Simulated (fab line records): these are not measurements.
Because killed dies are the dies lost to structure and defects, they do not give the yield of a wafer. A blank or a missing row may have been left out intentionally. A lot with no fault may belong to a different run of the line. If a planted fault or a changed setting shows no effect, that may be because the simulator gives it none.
Struck lot and sound lot, side by side + flow nand harc + 32 steps out of a route of 1302
Sound: wafers L871.3, L871.4, L871.6. The struck wafers were L879.2, L879.3, L879.5. The cause is named last.
Each step with rows lists, per side, the tool, then ch with its chambers, then its first start. Under that, the readings that differ: sound wafers + struck wafers + difference of the means + sigmas: that difference in standard deviations of wafers without a fault.
alike: readings whose means differ by less than 2 such deviations, and words and numbers that are the same on both sides. not compared: withheld readings, readings that some wafer has no value for, bounds like >300 that may hide the same value, and numbers for which the record gives no deviation and whose values overlap.
The two part at a step that has a row with sigmas, a row that says differs or no value, or rows on one side only. When numbers do not overlap yet have no deviation, they are printed without sigmas and do not part them. A reading that every wafer of one side lacks parts them only if that side has two wafers or more.

first, 5 steps without rows for these wafers: NHARC_A_ONON_D1_DEP_19 (target thk 1000 nm); NHARC_A_ONON_D1_DEP_22 (target thk 1000 nm); NHARC_A_ONON_D1_DEP_25 (target thk 1000 nm); NHARC_A_ONON_D1_DEP_28 (target thk 1000 nm); NHARC_A_ONON_D1_DEP_33 (deposits SiO2, target thk 200 nm).
NHARC_A_CHANNEL_HOLE_D1_DEP_00: deposits aC, target thk 3100 nm.
  sound on acl dep-02 ch 0, day 11 19:05; struck on acl dep-02 ch 0, day 15 05:03
  alike: throttle valve pct
then, 25 steps without rows for these wafers: NHARC_A_CHANNEL_HOLE_D1_DEP_01 (deposits SiON, target thk 140 nm); NHARC_A_CHANNEL_HOLE_D1_DEHYDRATE_02 (time 120 s); NHARC_A_CHANNEL_HOLE_D1_HMDS_03 (time 30 s); NHARC_A_CHANNEL_HOLE_D1_COAT_36 (time 75 s); NHARC_A_CHANNEL_HOLE_D1_COAT_37 (time 65 s); NHARC_A_CHANNEL_HOLE_D1_COAT_04 (resist thk 90 nm); NHARC_A_CHANNEL_HOLE_D1_SOFTBAKE_05 (time 55 s); NHARC_A_CHANNEL_HOLE_D1_EBR_06; NHARC_A_CHANNEL_HOLE_D1_EXPOSE_07 (exposes mask HOLE D1, target cd 100 nm); NHARC_A_CHANNEL_HOLE_D1_PEB_08 (peb time 65 s); NHARC_A_CHANNEL_HOLE_D1_DEVELOP_09 (develop time 35 s); NHARC_A_CHANNEL_HOLE_D1_DESCUM_15 (chemistry O2, time 3 s); NHARC_A_CHANNEL_HOLE_D1_ETCH_38 (etches the open film in CF4, target depth 39 nm, time 65 s); NHARC_A_CHANNEL_HOLE_D1_ETCH_39 (etches the open film in N2/H2, target depth 260 nm, time 325 s); NHARC_A_CHANNEL_HOLE_D1_ETCH_34 (etches the open film in CF4/CHF3, target depth 154 nm, time 77 s); NHARC_A_CHANNEL_HOLE_D1_ETCH_16 (etches the open film in O2/COS, target depth 3100 nm, time 806 s); NHARC_A_CHANNEL_HOLE_D1_ETCH_19 (etches the open film in C4F8/O2/Ar, time 34.5 s); NHARC_A_CHANNEL_HOLE_D1_ETCH_20 (etches the open film in C4F8/O2/Ar, time 361.9 s, target depth 1600 nm); NHARC_A_CHANNEL_HOLE_D1_ETCH_21 (etches the open film in C4F8/O2/Ar, time 514.3 s, target depth 1600 nm); NHARC_A_CHANNEL_HOLE_D1_ETCH_22 (etches the open film in C4F8/O2/Ar, time 666.7 s, target depth 1600 nm); NHARC_A_CHANNEL_HOLE_D1_ETCH_23 (etches the open film in C4F8/O2/Ar, time 819 s, target depth 1600 nm); NHARC_A_CHANNEL_HOLE_D1_ETCH_24 (etches the open film in C4F8/O2/Ar, time 906.2 s, target depth 1500 nm); NHARC_A_CHANNEL_HOLE_D1_ETCH_25 (etches the open film in C4F8/O2/Ar, time 1040.2 s, target depth 1500 nm); NHARC_A_CHANNEL_HOLE_D1_ETCH_26 (etches the open film in C4F8/O2/Ar, time 224.1 s, target depth 300 nm); NHARC_A_CHANNEL_HOLE_D1_ETCH_33 (etches the open film in C4F8/O2/Ar, time 90 s, target depth 400 nm).
-- the record jumps here: 16 days lie between the struck wafers' starts before and after (it left off in module A_CHANNEL_HOLE_D1 and takes up again in module END, whose first step shown is number 1302 of the route) --
NHARC_END_SORT_01:
  only the struck wafers appear in the record here, on prober-02 ch 0 at day 31 05:38; the sound ones have no rows

== WHERE THEY PART ==
Within this record, at NHARC_END_SORT_01 only.

WHY: the cause the simulator had injected
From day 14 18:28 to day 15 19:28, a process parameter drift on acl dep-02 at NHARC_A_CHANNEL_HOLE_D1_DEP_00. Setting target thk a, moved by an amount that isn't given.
